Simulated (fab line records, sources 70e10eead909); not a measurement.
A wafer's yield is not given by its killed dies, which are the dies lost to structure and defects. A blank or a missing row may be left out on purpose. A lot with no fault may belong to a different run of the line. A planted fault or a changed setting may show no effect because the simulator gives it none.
Chamber matching	flow nandHarc	cmp-04 running NHARC_A_STAIRCASE_CMP_472: 4 sister chambers
The step polishes SiO2. 4 wafers are shown with their chamber, then 8 later ones without.

## EACH WAFER AND ITS CHAMBER
wafer	chamber	motorCurrentA (A)
L086.6	2	12.1
L091.3	0	13.7
L091.4	3	10.7
L089.1	1	11.3

## WAFERS WITH NO CHAMBER GIVEN
wafer	motorCurrentA (A)
L089.2	12.6
L089.4	11.1
L097.2	11.9
L097.4	11.6
L097.5	11.2
L096.2	12.2
L096.4	11.3
L096.6	10.9

## WHICH CHAMBER EACH WENT THROUGH
wafer	from the rows above	in truth
L089.2	2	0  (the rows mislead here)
L089.4	can't be placed: 1 or 3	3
L097.2	can't be placed: 2 or 1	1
L097.4	can't be placed: 1 or 2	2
L097.5	can't be placed: 1 or 3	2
L096.2	2	2
L096.4	1	1
L096.6	can't be placed: 3 or 1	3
2 of 8 placed correctly. Can't be placed from these rows: 5 (the true chamber is among the candidates in 4). Wrongly placed: 1.
How it was worked out, from the rows above alone: a wafer's distance from a chamber is the root of the sum, over the readings, of the square of ((its reading less the chamber's mean) divided by the reading's scatter). The wafer belongs to the nearest chamber; if the next one is less than 2 further off, it can't be placed. Each chamber's mean is taken over the wafers shown for it. The scatter: with one shown wafer a chamber, the root of the mean of the squares of how far each hidden wafer lies from its nearest shown one.
